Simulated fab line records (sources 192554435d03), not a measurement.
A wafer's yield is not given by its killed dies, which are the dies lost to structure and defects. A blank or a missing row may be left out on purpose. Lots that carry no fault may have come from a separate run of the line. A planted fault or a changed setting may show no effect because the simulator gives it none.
fab line records + flow n5_finfet
record
- lots=7
- wafers=18
- last_day=18
route steps=1938 shown FIN_SAQP@113
lots that met no fault: taken from a fault-free run of the same line
start_h: hours from the record's opening day to when the first of the lot's shown wafers began + wait_h: hours elapsed since this lot's preceding step + " the same as in the row above + L1.1+2: one row covering several wafers at once + - no value, or no start given + * or withheld: withheld + < > ~ a bound
route shown NAME@n: NAME is a module with steps in the file, n the number in the route of the first one + usual: the fault-free wafers' mean and standard deviation + same: alike in all rows + chamber/n: place in a boat + sites: each site's reading + _std_site: the standard deviation of these + _edge_site: inner sites' mean taken away from outer sites' mean + radius_mm: how far each site lies from the wafer's centre + mask NAME#n: copy n + behind: the most recent tool/chamber to have shaped the wafer + hold: why the lot went on hold/how many hours it stayed there/how the hold came to an end + device: names the non-switching transistor (n, p or np) + end of line: tests of these same wafers at the route's end + a step given without rows: its recipe and nothing more + killed: count of dies lost to structure and defects at first sort (not the wafer's yield) + map: dies across one wafer; x = killed, . = not, _ = none there
set.NAME: setting as actually run; set.NAME@STEP: the setting as run at that earlier step + model.NAME: the simulator's own value behind a step, which no gauge read
lots at selected steps of the route; one table per step, one row per wafer
services: from which hour (start_h, from the record's first day; less than 0 if before it) a tool's chamber was out of use, for how many hours, and why
## steps
# step N5_FIN_SAQP_INSPECT_18
# recipe
- mode=adi
- inspect_instrument=brightfield
# usual
- raw_defect_count=421/110
| lot.wafer | tool              | chamber | start_h | wait_h | raw_defect_count |
|-----------|-------------------|---------|---------|--------|------------------|
| L706.2    | defect_inspect-01 | -       | 45.87   | 0.0    | 422              |
| L706.3    | "                 | -       | "       | "      | 315              |
| L706.5    | "                 | -       | "       | "      | 453              |
| L707.1    | defect_inspect-02 | -       | 51.70   | 0.0    | 595              |
| L707.2    | "                 | -       | "       | "      | 759              |
| L707.3    | "                 | -       | "       | "      | 534              |
| L716.2    | defect_inspect-01 | -       | 107.42  | 0.0    | 394              |
| L716.5    | "                 | -       | "       | "      | 437              |
| L718.2    | defect_inspect-01 | -       | 118.63  | 0.0    | 371              |
| L718.4    | "                 | -       | "       | "      | 373              |
| L719.3    | defect_inspect-01 | -       | 123.72  | 0.0    | 437              |
| L719.5    | "                 | -       | "       | "      | 298              |
| L721.1    | defect_inspect-02 | -       | 135.60  | 0.0    | 248              |
| L721.5    | "                 | -       | "       | "      | 505              |
| L721.6    | "                 | -       | "       | "      | 520              |
| L724.1    | defect_inspect-02 | -       | 154.67  | 0.0    | 417              |
| L724.3    | "                 | -       | "       | "      | 444              |
| L724.5    | "                 | -       | "       | "      | 320              |
# step N5_FIN_SAQP_DESCUM_21
# recipe
- chemistry=O2
- time_s=7.9
- source_power_w=50
- bias_power_w=20
- pressure_mtorr=20
- rf_frequency_hz=2.712e+07
- temp_c=40
- resist=CAR-ArF
- o2_flow_sccm=225
# usual
- drypump_motor_current_A=5.6/0.51
- o2_flow_sccm=225.0/0.59
- oes_product_au=0.81/0.1
- rf_vpp_V=243.1/1.7
- showerhead_plenum_p_Torr=2.09/0.09
- throttle_valve_pct=20.42/0.17
| lot.wafer | tool        | chamber | start_h | wait_h | drypump_motor_current_A | o2_flow_sccm | oes_product_au | rf_hours_counter_h | rf_vpp_V | showerhead_plenum_p_Torr | throttle_valve_pct |
|-----------|-------------|---------|---------|--------|-------------------------|--------------|----------------|--------------------|----------|--------------------------|--------------------|
| L706.2    | rie_diel-01 | 2       | 45.91   | 0.0    | 5.3                     | 224.8        | 0.69           | 235                | 242.0    | 1.98                     | 20.60              |
| L706.3    | "           | 3       | "       | "      | 6.3                     | 224.9        | 0.68           | 242                | 244.1    | 2.07                     | 20.80              |
| L706.5    | "           | 0       | "       | "      | 5.8                     | 224.6        | 0.85           | -                  | 244.4    | 2.13                     | 20.24              |
| L707.1    | rie_diel-04 | 1       | 51.73   | 0.0    | 5.0                     | 224.3        | 0.70           | 236                | 240.2    | 1.98                     | 20.42              |
| L707.2    | "           | 3       | "       | "      | 6.1                     | 224.8        | 0.71           | 215                | 240.5    | 1.98                     | 20.60              |
| L707.3    | "           | 2       | "       | "      | 6.1                     | 224.5        | 0.87           | 50                 | 243.8    | 2.14                     | 20.20              |
| L716.2    | rie_diel-03 | 1       | 107.53  | 0.1    | 6.5                     | 225.3        | 0.91           | 30                 | 245.7    | 2.22                     | 20.31              |
| L716.5    | "           | 1       | "       | "      | 6.5                     | 225.2        | 0.92           | -                  | 245.0    | 2.22                     | 20.30              |
| L718.2    | rie_diel-03 | 1       | 118.67  | 0.0    | 6.5                     | 225.1        | 0.91           | 34                 | 246.6    | 2.22                     | 20.31              |
| L718.4    | "           | 2       | "       | "      | 5.3                     | 224.9        | 0.74           | 182                | 241.0    | 1.99                     | 20.47              |
| L719.3    | rie_diel-01 | 2       | 123.75  | 0.0    | 5.3                     | 225.3        | 0.97           | 7                  | 245.2    | 2.24                     | 20.27              |
| L719.5    | "           | 3       | "       | "      | 6.3                     | 225.5        | 0.93           | -                  | 243.6    | 2.06                     | 20.43              |
| L721.1    | rie_diel-03 | 0       | 135.74  | 0.1    | 5.5                     | 225.5        | 0.68           | 238                | 242.4    | 2.05                     | 20.37              |
| L721.5    | "           | 1       | "       | "      | 6.5                     | 224.1        | 0.90           | -                  | 245.0    | 2.22                     | 20.31              |
| L721.6    | "           | 2       | "       | "      | 5.3                     | 224.8        | 0.74           | -                  | 241.0    | 1.99                     | 20.46              |
| L724.1    | rie_diel-01 | 1       | 154.70  | 0.0    | 5.1                     | 225.3        | 0.90           | 27                 | 244.7    | 2.23                     | 20.32              |
| L724.3    | "           | 0       | "       | "      | 5.7                     | 225.5        | 0.82           | 85                 | 244.5    | 2.11                     | 20.31              |
| L724.5    | "           | 0       | "       | "      | 5.7                     | 224.7        | 0.82           | -                  | 244.9    | 2.12                     | 20.32              |
# step N5_FIN_SAQP_ETCH_51
# recipe
- chemistry=CF4
- target=SiARC
- target_depth_a=455
- mask_material=CAR-ArF
- time_s=75.8
- ion_energy_ev=80
- pressure_mtorr=40
- source_w=545
- bias_w=36
- Ar_flow_sccm=100
- cf4_flow_sccm=100
- ends=cleared
# step N5_FIN_SAQP_ETCH_52
# recipe
- chemistry=N2/H2
- target=SOC
- target_depth_a=1000
- overetch_a=200
- mask_material=SiARC
- temp_c=40
- time_s=150
- ion_energy_ev=200
- pressure_mtorr=30
- source_w=840
- bias_w=150
- n2_flow_sccm=200
- h2_flow_sccm=200
- ends=end_point
# step N5_FIN_SAQP_STRIP_53
# recipe
- chemistry=N2/H2
- temp_c=40
- n2_flow_sccm=200
- h2_flow_sccm=200
- rf_frequency_hz=6e+07
# step N5_FIN_SAQP_HM_OPEN_73
# recipe
- chemistry=CHF3/O2
- target=SiO2
- stop_on=a-Si
- target_depth_a=120
- over_etch_frac=1.8
- mask_material=SOC
- time_s=16.8
- pressure_mtorr=30
- source_w=650
- bias_w=170
- Ar_flow_sccm=200
- CHF3_flow_sccm=50
- O2_flow_sccm=5
- ion_energy_ev=200
- ends=end_point
# step N5_FIN_SAQP_STRIP_74
# recipe
- chemistry=CHF3/O2
- resist=SiARC
- rf_frequency_hz=6e+07
# step N5_FIN_SAQP_MANDREL_ETCH_22
# recipe
- target_depth_a=600
- chemistry=HBr/Cl2
- target=a-Si
- stop_on=SiNx
- bt_time_s=10
- over_etch_frac=0.5
- time_s=30
- pressure_mtorr=10
- icp_w=800
- bias_w=75
- HBr_flow_sccm=150
- Cl2_flow_sccm=80
- ends=end_point
# step N5_FIN_SAQP_STRIP_55
# recipe
- chemistry=N2/H2
- power_w=500
- temp_c=40
- pressure_mtorr=50
- rf_frequency_hz=6e+07
- overash_fraction=0.3
- bias_power_w=28
- h2_frac=0.5
- n2_flow_sccm=300
- h2_flow_sccm=300
# usual
- drypump_motor_current_A=5.6/0.52
- n2_flow_sccm=300.0/0.89
- oes_product_au=0.79/0.1
- rf_vpp_V=121.9/1.5
- showerhead_plenum_p_Torr=3.35/0.14
- throttle_valve_pct=18.9/0.32
| lot.wafer | tool        | chamber | start_h | wait_h | drypump_motor_current_A | n2_flow_sccm | oes_product_au | rf_hours_counter_h | rf_vpp_V | showerhead_plenum_p_Torr | throttle_valve_pct |
|-----------|-------------|---------|---------|--------|-------------------------|--------------|----------------|--------------------|----------|--------------------------|--------------------|
| L706.2    | rie_diel-04 | 2       | 46.30   | 0.1    | 6.1                     | 300.9        | 0.86           | 47                 | 122.2    | 3.41                     | 18.6               |
| L706.3    | "           | 1       | "       | "      | 5.1                     | 299.9        | 0.69           | 234                | 118.0    | 3.19                     | 19.3               |
| L706.5    | "           | 2       | "       | "      | 6.1                     | 301.7        | 0.88           | -                  | 124.6    | 3.41                     | 18.6               |
| L707.1    | rie_diel-04 | 1       | 52.11   | 0.1    | 5.1                     | 299.0        | 0.69           | 237                | 120.8    | 3.19                     | 19.3               |
| L707.2    | "           | 2       | "       | "      | 6.1                     | 301.5        | 0.85           | 50                 | 123.4    | 3.40                     | 18.6               |
| L707.3    | "           | 3       | "       | "      | 6.0                     | 300.0        | 0.70           | 215                | 121.1    | 3.19                     | 19.0               |
| L716.2    | rie_diel-03 | 1       | 107.95  | 0.1    | 6.5                     | 299.8        | 0.91           | 30                 | 121.4    | 3.57                     | 18.9               |
| L716.5    | "           | 0       | "       | "      | 5.5                     | 298.9        | 0.68           | -                  | 119.9    | 3.30                     | 18.6               |
| L718.2    | rie_diel-01 | 1       | 119.16  | 0.2    | 5.1                     | 300.2        | 0.92           | 19                 | 121.9    | 3.57                     | 18.7               |
| L718.4    | "           | 0       | "       | "      | 5.8                     | 299.1        | 0.83           | 76                 | 122.7    | 3.39                     | 18.5               |
| L719.3    | rie_diel-03 | 1       | 124.13  | 0.1    | 6.6                     | 299.4        | 0.90           | 36                 | 122.9    | 3.57                     | 18.9               |
| L719.5    | "           | 3       | "       | "      | 4.8                     | 300.5        | 0.73           | -                  | 121.6    | 3.47                     | 19.5               |
| L721.1    | rie_diel-04 | 3       | 136.24  | 0.2    | 6.0                     | 298.8        | 0.69           | 240                | 119.2    | 3.18                     | 19.0               |
| L721.5    | "           | 0       | "       | "      | 5.3                     | 298.8        | 0.92           | -                  | 121.2    | 3.30                     | 18.7               |
| L721.6    | "           | 3       | "       | "      | 6.0                     | 299.1        | 0.68           | -                  | 120.8    | 3.18                     | 19.0               |
| L724.1    | rie_diel-04 | 3       | 155.09  | 0.1    | 6.0                     | 299.1        | 0.69           | 242                | 122.7    | 3.17                     | 19.0               |
| L724.3    | "           | 2       | "       | "      | 6.1                     | 299.5        | 0.80           | 83                 | 122.9    | 3.39                     | 18.6               |
| L724.5    | "           | 3       | "       | "      | 6.0                     | 300.6        | 0.68           | -                  | 121.1    | 3.17                     | 19.0               |
# step N5_FIN_SAQP_STRIP_23
# recipe
- chemistry=SPM
- time_s=750
- temp_c=130
- h2so4_h2o2_vol_ratio=4
# step N5_FIN_SAQP_SRD_66
# recipe
- dry=ipa_marangoni
- time_s=30
- temp_c=23
- rinse_liquid=diw
# step N5_FIN_SAQP_RECESS_75
# recipe
- chemistry=HF/NH3
- target=SiO2
- target_depth_a=144
- afs_cycles=3
- temp_c=30
- sublimation_temp_c=180
- sublimation_time_s=60
# usual
- drypump_motor_current_A=6.0/0.36
# same
- afs_cycles=3
- sublimation_time_s=60
| lot.wafer | tool          | chamber | start_h | wait_h | drypump_motor_current_A |
|-----------|---------------|---------|---------|--------|-------------------------|
| L706.2    | vapor_etch-01 | 1       | 46.62   | 0.0    | 5.7                     |
| L706.3    | "             | 1       | "       | "      | 5.7                     |
| L706.5    | "             | 0       | "       | "      | 5.9                     |
| L707.1    | vapor_etch-02 | 0       | 52.44   | 0.0    | 6.6                     |
| L707.2    | "             | 1       | "       | "      | 5.7                     |
| L707.3    | "             | 0       | "       | "      | 6.6                     |
| L716.2    | vapor_etch-02 | 1       | 108.28  | 0.0    | 5.7                     |
| L716.5    | "             | 0       | "       | "      | 6.6                     |
| L718.2    | vapor_etch-02 | 1       | 119.48  | 0.0    | 5.7                     |
| L718.4    | "             | 0       | "       | "      | 6.6                     |
| L719.3    | vapor_etch-01 | 1       | 124.57  | 0.1    | 5.8                     |
| L719.5    | "             | 0       | "       | "      | 5.9                     |
| L721.1    | vapor_etch-02 | 0       | 136.93  | 0.4    | 6.6                     |
| L721.5    | "             | 1       | "       | "      | 5.6                     |
| L721.6    | "             | 0       | "       | "      | 6.5                     |
| L724.1    | vapor_etch-01 | 0       | 155.41  | 0.0    | 5.9                     |
| L724.3    | "             | 0       | "       | "      | 5.9                     |
| L724.5    | "             | 0       | "       | "      | 5.9                     |
# step N5_FIN_SAQP_SPACER1_ALD_24
# recipe
- material=SiO2
- target_thk_a=203
- temp_c=300
- ald_precursor_family=BDEAS
- ald_co_reactant=O2-plasma
- pulse_time_s=1
- purge_time_s=2
- co_reactant_purge_time_s=2
- ald_cycles=218
- pressure_torr=2
# usual
- ald_cycles=218/0
- heater_power_w=470/49
- precursor_pulse_height_rel=1.002/0.021
| lot.wafer | tool       | chamber | start_h | wait_h | ald_cycles | heater_power_w | precursor_pulse_height_rel | model.SiO2_of_FIN_SAQP_SPACER1_ALD_24.thk_nm |
|-----------|------------|---------|---------|--------|------------|----------------|----------------------------|----------------------------------------------|
| L706.2    | ald_sin-01 | 1       | 47.00   | 0.3    | 218        | 426            | 1.001                      | 20.2                                         |
| L706.3    | "          | 0       | "       | "      | 218        | 458            | 0.966                      | 20.2                                         |
| L706.5    | "          | 1       | "       | "      | 218        | 420            | 1.002                      | 20.2                                         |
| L707.1    | ald_sin-04 | 2       | 52.82   | 0.3    | 218        | 484            | 0.972                      | 20.4                                         |
| L707.2    | "          | 1       | "       | "      | 218        | 511            | 0.988                      | 20.4                                         |
| L707.3    | "          | 0       | "       | "      | 218        | 394            | 0.954                      | 20.2                                         |
| L716.2    | ald_sin-04 | 3       | 108.66  | 0.3    | 148        | 516            | 1.004                      | 13.8                                         |
| L716.5    | "          | 0       | "       | "      | 218        | 389            | 1.001                      | 20.2                                         |
| L718.2    | ald_sin-04 | 1       | 119.86  | 0.3    | 148        | 501            | 0.991                      | 13.8                                         |
| L718.4    | "          | 3       | "       | "      | 218        | 509            | 1.017                      | 20.2                                         |
| L719.3    | ald_sin-04 | 2       | 124.84  | 0.1    | 148        | 483            | 0.999                      | 13.6                                         |
| L719.5    | "          | 3       | "       | "      | 218        | 505            | 1.031                      | 20.2                                         |
| L721.1    | ald_sin-01 | 1       | 138.65  | 1.6    | 218        | 418            | 0.980                      | 20.2                                         |
| L721.5    | "          | 3       | "       | "      | 218        | 520            | 1.011                      | 20.2                                         |
| L721.6    | "          | 2       | "       | "      | 218        | 610            | 0.978                      | 20.2                                         |
| L724.1    | ald_sin-02 | 2       | 157.72  | 2.2    | 218        | 458            | 1.001                      | 20.4                                         |
| L724.3    | "          | 1       | "       | "      | 218        | 455            | 1.005                      | 20.4                                         |
| L724.5    | "          | 3       | "       | "      | 218        | 464            | 1.000                      | 20.4                                         |
# step N5_FIN_SAQP_SPACER1_ETCHBACK_25
# recipe
- chemistry=CHF3/O2
- mode=anisotropic_etchback
- target=SiO2
- target_depth_a=244
- time_s=12.2
- pressure_mtorr=30
- source_w=650
- bias_w=170
- Ar_flow_sccm=200
- CHF3_flow_sccm=50
- O2_flow_sccm=5
- ion_energy_ev=200
# usual
- drypump_motor_current_A=5.6/0.52
- oes_ar_750_au=0.79/0.097
- oes_f_703_au=0.79/0.096
- oes_product_au=0.79/0.1
- rf_vpp_V=524/5.6
- showerhead_plenum_p_Torr=2.41/0.098
- throttle_valve_pct=18.91/0.2
| lot.wafer | tool        | chamber | start_h | wait_h | drypump_motor_current_A | oes_ar_750_au | oes_f_703_au | oes_product_au | rf_hours_counter_h | rf_vpp_V | showerhead_plenum_p_Torr | throttle_valve_pct |
|-----------|-------------|---------|---------|--------|-------------------------|---------------|--------------|----------------|--------------------|----------|--------------------------|--------------------|
| L706.2    | rie_diel-01 | 0       | 47.72   | 0.4    | 5.7                     | 0.86          | 0.85         | 0.86           | 49                 | 525      | 2.44                     | 18.71              |
| L706.3    | "           | 2       | "       | "      | 5.4                     | 0.70          | 0.69         | 0.68           | 236                | 520      | 2.28                     | 19.05              |
| L706.5    | "           | 3       | "       | "      | 6.3                     | 0.69          | 0.69         | 0.68           | -                  | 520      | 2.38                     | 19.24              |
| L707.1    | rie_diel-04 | 1       | 53.86   | 0.7    | 5.0                     | 0.69          | 0.69         | 0.68           | 238                | 518      | 2.27                     | 18.85              |
| L707.2    | "           | 3       | "       | "      | 6.0                     | 0.72          | 0.71         | 0.71           | 216                | 519      | 2.29                     | 19.15              |
| L707.3    | "           | 2       | "       | "      | 6.1                     | 0.84          | 0.85         | 0.86           | 51                 | 520      | 2.45                     | 18.63              |
| L716.2    | rie_diel-03 | 3       | 109.38  | 0.4    | 4.8                     | 0.74          | 0.74         | 0.74           | 183                | 527      | 2.49                     | 19.15              |
| L716.5    | "           | 1       | "       | "      | 6.5                     | 0.90          | 0.89         | 0.90           | -                  | 532      | 2.55                     | 18.79              |
| L718.2    | rie_diel-03 | 2       | 120.59  | 0.4    | 5.3                     | 0.75          | 0.74         | 0.74           | 183                | 520      | 2.31                     | 19.02              |
| L718.4    | "           | 1       | "       | "      | 6.5                     | 0.88          | 0.88         | 0.89           | 35                 | 529      | 2.55                     | 18.78              |
| L719.3    | rie_diel-03 | 1       | 125.56  | 0.4    | 6.5                     | 0.89          | 0.88         | 0.90           | 36                 | 530      | 2.55                     | 18.79              |
| L719.5    | "           | 3       | "       | "      | 4.9                     | 0.73          | 0.73         | 0.73           | -                  | 527      | 2.49                     | 19.15              |
| L721.1    | rie_diel-03 | 1       | 139.54  | 0.5    | 6.5                     | 0.87          | 0.87         | 0.88           | 41                 | 530      | 2.55                     | 18.80              |
| L721.5    | "           | 0       | "       | "      | 5.5                     | 0.69          | 0.69         | 0.68           | -                  | 521      | 2.37                     | 18.86              |
| L721.6    | "           | 3       | "       | "      | 4.8                     | 0.73          | 0.74         | 0.72           | -                  | 527      | 2.49                     | 19.18              |
| L724.1    | rie_diel-04 | 2       | 158.44  | 0.4    | 6.1                     | 0.80          | 0.81         | 0.81           | 83                 | 520      | 2.44                     | 18.69              |
| L724.3    | "           | 1       | "       | "      | 5.0                     | 0.90          | 0.91         | 0.92           | 13                 | 526      | 2.55                     | 18.50              |
| L724.5    | "           | 1       | "       | "      | 5.0                     | 0.91          | 0.90         | 0.91           | -                  | 527      | 2.55                     | 18.50              |
# step N5_FIN_SAQP_MANDREL1_REMOVE_56
# recipe
- chemistry=HBr/Cl2/O2
- bt_time_s=10
- target=a-Si
- stop_on=SiNx
- endpoint=OES-SiCl
- over_etch_frac=1
- icp_w=600
- bias_w=22
- HBr_flow_sccm=150
- Cl2_flow_sccm=80
- O2_flow_sccm=5
- pressure_mtorr=10
# usual
- drypump_motor_current_A=5.6/0.36
- mfc_cl2_sccm=79.98/0.24
- oes_product_au=1.003/0.019
- throttle_valve_pct=36.65/0.19
| lot.wafer | tool      | chamber | start_h | wait_h | drypump_motor_current_A | mfc_cl2_sccm | oes_product_au | rf_hours_counter_h | throttle_valve_pct | model.FIN_SAQP.cd_nm |
|-----------|-----------|---------|---------|--------|-------------------------|--------------|----------------|--------------------|--------------------|----------------------|
| L706.2    | rie_si-03 | 1       | 47.81   | 0.1    | 5.6                     | 79.94        | 0.983          | 40                 | 36.81              | 20.2                 |
| L706.3    | "         | 0       | "       | "      | 5.3                     | 80.30        | 1.005          | 99                 | 36.55              | 20.4                 |
| L706.5    | "         | 0       | "       | "      | 5.2                     | 79.90        | 1.004          | -                  | 36.55              | 20.2                 |
| L707.1    | rie_si-04 | 2       | 53.95   | 0.1    | 5.3                     | 80.14        | 1.009          | 80                 | 36.55              | 20.2                 |
| L707.2    | "         | 1       | "       | "      | 5.9                     | 79.86        | 1.031          | 20                 | 36.50              | 20.4                 |
| L707.3    | "         | 3       | "       | "      | 5.6                     | 79.42        | 0.974          | 104                | 36.67              | 20.2                 |
| L716.2    | rie_si-03 | 0       | 109.46  | 0.1    | 5.2                     | 79.94        | 0.993          | 100                | 36.56              | 13.8                 |
| L716.5    | "         | 2       | "       | "      | 6.2                     | 80.29        | 1.007          | -                  | 36.41              | 20                   |
| L718.2    | rie_si-05 | 1       | 120.68  | 0.1    | 5.4                     | 79.84        | 1.008          | 70                 | 36.90              | 13.6                 |
| L718.4    | "         | 0       | "       | "      | 5.4                     | 79.92        | 1.023          | 1                  | 36.94              | 20.2                 |
| L719.3    | rie_si-04 | 1       | 125.64  | 0.1    | 5.9                     | 80.26        | 1.030          | 21                 | 36.51              | 13.8                 |
| L719.5    | "         | 1       | "       | "      | 5.8                     | 80.36        | 1.052          | -                  | 36.51              | 20.2                 |
| L721.1    | rie_si-04 | 2       | 139.63  | 0.1    | 5.3                     | 79.82        | 1.016          | 81                 | 36.55              | 20.2                 |
| L721.5    | "         | 2       | "       | "      | 5.3                     | 79.87        | 1.013          | -                  | 36.54              | 20.2                 |
| L721.6    | "         | 3       | "       | "      | 5.7                     | 79.62        | 0.970          | -                  | 36.66              | 20.2                 |
| L724.1    | rie_si-05 | 0       | 158.53  | 0.1    | 5.4                     | 79.82        | 1.012          | 2                  | 36.94              | 20.4                 |
| L724.3    | "         | 2       | "       | "      | 5.6                     | 79.88        | 0.990          | 99                 | 36.81              | 20.4                 |
| L724.5    | "         | 2       | "       | "      | 5.6                     | 80.08        | 0.997          | -                  | 36.81              | 20.4                 |
# step N5_FIN_SAQP_CD_MEAS_27
# recipe
- target_cd_nm=20
- landing_energy_ev=1000
- detector=se_inlens
- polarity=line
# usual
- cd_nm=20.28/0.23
| lot.wafer | tool      | chamber | start_h | wait_h | cd_nm |
|-----------|-----------|---------|---------|--------|-------|
| L706.2    | cd_sem-02 | 0       | 47.92   | 0.1    | 20.36 |
| L706.3    | "         | 0       | "       | "      | 20.58 |
| L706.5    | "         | 0       | "       | "      | 20.10 |
| L707.1    | cd_sem-02 | 0       | 54.06   | 0.1    | 20.12 |
| L707.2    | "         | 0       | "       | "      | 20.64 |
| L707.3    | "         | 0       | "       | "      | 20.08 |
| L716.2    | cd_sem-01 | 0       | 109.58  | 0.1    | 13.84 |
| L716.5    | "         | 0       | "       | "      | 20.02 |
| L718.2    | cd_sem-03 | 0       | 120.79  | 0.1    | 13.73 |
| L718.4    | "         | 0       | "       | "      | 19.99 |
| L719.3    | cd_sem-03 | 0       | 125.76  | 0.1    | 13.40 |
| L719.5    | "         | 0       | "       | "      | 20.52 |
| L721.1    | cd_sem-02 | 0       | 139.74  | 0.1    | 20.13 |
| L721.5    | "         | 0       | "       | "      | 20.22 |
| L721.6    | "         | 0       | "       | "      | 20.91 |
| L724.1    | cd_sem-01 | 0       | 158.64  | 0.1    | 20.45 |
| L724.3    | "         | 0       | "       | "      | 20.68 |
| L724.5    | "         | 0       | "       | "      | 20.64 |
# step N5_FIN_SAQP_ETCH_57
# recipe
- chemistry=CH3F/O2
- target=SiNx
- mask_material=SiO2
- target_depth_a=325
- time_s=46.4
- pressure_mtorr=30
- source_w=395
- bias_w=73
- Ar_flow_sccm=150
- CH3F_flow_sccm=30
- O2_flow_sccm=20
- ion_energy_ev=120
- ends=cleared
# usual
- drypump_motor_current_A=5.6/0.53
- etch_rf_on_time_s=46.1/0.89
- oes_ar_750_au=0.80/0.096
- oes_f_703_au=0.80/0.095
- oes_product_au=0.69/0.087
- rf_vpp_V=298/3.3
- showerhead_plenum_p_Torr=2.01/0.084
- throttle_valve_pct=16.31/0.23
| lot.wafer | tool        | chamber | start_h | wait_h | drypump_motor_current_A | etch_rf_on_time_s | oes_ar_750_au | oes_f_703_au | oes_product_au | rf_hours_counter_h | rf_vpp_V | showerhead_plenum_p_Torr | throttle_valve_pct |
|-----------|-------------|---------|---------|--------|-------------------------|-------------------|---------------|--------------|----------------|--------------------|----------|--------------------------|--------------------|
| L706.2    | rie_diel-03 | 3       | 47.97   | 0.0    | 4.9                     | 44.7              | 0.75          | 0.76         | 0.65           | 162                | 300      | 2.08                     | 16.55              |
| L706.3    | "           | 0       | "       | "      | 5.5                     | 46.0              | 0.70          | 0.71         | 0.60           | 209                | 298      | 1.97                     | 16.30              |
| L706.5    | "           | 2       | "       | "      | 5.3                     | 45.7              | 0.75          | 0.76         | 0.65           | -                  | 294      | 1.92                     | 16.44              |
| L707.1    | rie_diel-01 | 0       | 54.11   | 0.1    | 5.7                     | 45.6              | 0.85          | 0.84         | 0.73           | 53                 | 299      | 2.03                     | 16.14              |
| L707.2    | "           | 2       | "       | "      | 5.3                     | 46.7              | 0.69          | 0.69         | 0.58           | 239                | 295      | 1.89                     | 16.56              |
| L707.3    | "           | 3       | "       | "      | 6.3                     | 45.6              | 0.69          | 0.69         | 0.58           | 246                | 295      | 1.97                     | 16.70              |
| L716.2    | rie_diel-03 | 3       | 109.62  | 0.0    | 4.8                     | 45.6              | 0.73          | 0.74         | 0.63           | 183                | 301      | 2.07                     | 16.58              |
| L716.5    | "           | 2       | "       | "      | 5.3                     | 46.2              | 0.75          | 0.74         | 0.62           | -                  | 295      | 1.91                     | 16.46              |
| L718.2    | rie_diel-03 | 0       | 120.84  | 0.0    | 5.5                     | 45.3              | 0.69          | 0.69         | 0.59           | 233                | 297      | 1.96                     | 16.34              |
| L718.4    | "           | 3       | "       | "      | 4.9                     | 46.4              | 0.73          | 0.73         | 0.63           | 187                | 299      | 2.07                     | 16.62              |
| L719.3    | rie_diel-03 | 1       | 125.80  | 0.0    | 6.5                     | 45.1              | 0.88          | 0.87         | 0.76           | 36                 | 301      | 2.12                     | 16.21              |
| L719.5    | "           | 3       | "       | "      | 4.8                     | 46.7              | 0.73          | 0.73         | 0.62           | -                  | 299      | 2.07                     | 16.61              |
| L721.1    | rie_diel-04 | 0       | 139.84  | 0.1    | 5.3                     | 45.9              | 0.90          | 0.89         | 0.78           | 24                 | 304      | 1.96                     | 16.17              |
| L721.5    | "           | 1       | "       | "      | 5.0                     | 47.0              | 0.92          | 0.92         | 0.78           | -                  | 300      | 2.13                     | 15.90              |
| L721.6    | "           | 0       | "       | "      | 5.3                     | 46.5              | 0.90          | 0.89         | 0.78           | -                  | 303      | 1.96                     | 16.15              |
| L724.1    | rie_diel-04 | 2       | 158.80  | 0.2    | 6.1                     | 45.2              | 0.81          | 0.81         | 0.70           | 83                 | 294      | 2.02                     | 16.09              |
| L724.3    | "           | 0       | "       | "      | 5.3                     | 45.5              | 0.90          | 0.87         | 0.76           | 30                 | 306      | 1.96                     | 16.18              |
| L724.5    | "           | 2       | "       | "      | 6.1                     | 46.0              | 0.80          | 0.81         | 0.69           | -                  | 295      | 2.02                     | 16.10              |
## services
| tool          | chamber | start_h | hours | kind                          |
|---------------|---------|---------|-------|-------------------------------|
| rie_si-05     | 3       | 28.67   | 7.0   | repair                        |
| vapor_etch-02 | -       | 32.05   | 0.3   | repair                        |
| rie_diel-04   | 0       | 38.70   | -     | clean                         |
| rie_diel-04   | 0       | 38.70   | -     | consumable_replace:focus_ring |
| rie_diel-04   | 0       | 38.70   | 22.9  | scheduled_down                |
| rie_diel-04   | 0       | 38.70   | 22.9  | vent_cycle                    |
| rie_si-04     | 0       | 41.89   | 2.2   | repair                        |
| ald_sin-04    | -       | 44.97   | 2.8   | pm                            |
| ald_sin-01    | 1       | 48.13   | 11.9  | repair                        |
| ald_sin-02    | 2       | 74.33   | 6.8   | repair                        |
| rie_diel-04   | 1       | 92.78   | -     | clean                         |
| rie_diel-04   | 1       | 92.78   | -     | consumable_replace:focus_ring |
| ald_sin-01    | 2       | 93.51   | 33.4  | repair                        |
| ald_sin-02    | -       | 97.52   | 6.0   | pm                            |
| rie_diel-04   | 3       | 103.26  | 4.3   | repair                        |
| rie_si-05     | -       | 106.04  | 14.6  | pm                            |
| rie_si-05     | 3       | 121.01  | 25.2  | repair                        |
| rie_si-05     | 2       | 121.05  | 1.9   | repair                        |
| rie_diel-01   | -       | 129.43  | 10.9  | repair                        |
| ald_sin-01    | 0       | 131.12  | 7.1   | repair                        |
| rie_diel-04   | 3       | 138.33  | 9.4   | repair                        |
| rie_diel-01   | 2       | 143.52  | 8.2   | repair                        |
| vapor_etch-02 | -       | 143.73  | 2.8   | pm                            |
| rie_si-05     | 1       | 157.93  | 2.6   | repair                        |
## key
first_sign
- step=N5_FIN_SAQP_SPACER1_ALD_24
- reading=ald_cycles
- direction=down
- sigmas=99+
- usual=*
- struck=*
effect
- step=N5_FIN_SAQP_CD_MEAS_27
- reading=cd_nm
- direction=down
- sigmas=29
- usual=20.28
- struck=13.66
model_effect
- step=N5_FIN_SAQP_SPACER1_ALD_24
- value=SiO2_of_FIN_SAQP_SPACER1_ALD_24.thk_nm
- without=20.27
- struck=13.73
model_effect
- step=N5_FIN_SAQP_MANDREL1_REMOVE_56
- value=FIN_SAQP.cd_nm
- without=20.27
- struck=13.73
met_at N5_FIN_SAQP_SPACER1_ALD_24
struck_wafers L716.2,L718.2,L719.3
sort_left_out L716.2,L718.2,L719.3
tester_left_out L716,L718,L719
onset_between 52.82 108.66
fault
- kind=process_parameter_drift
- tool=ald_sin-04
- chamber=-
- onset_h=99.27
- steps=N5_FIN_SAQP_SPACER1_ALD_24
- channel=ald_cycles
- offset=*
- shape=step
- end_h=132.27
- scope=struck_wafers_only
- acts_in=*
- stated=*
# tester_left_out: of these lots the tester's yield and bins aren't shown, on N5 and GAA mostly nor the transistor test; their killed dies are dies lost to structure and defects alone, not to doping, threshold or leakage, so they don't give the yield
# sort_left_out: the simulated sort isn't trusted on such a fault, so these wafers' sort isn't shown, and their yield isn't known
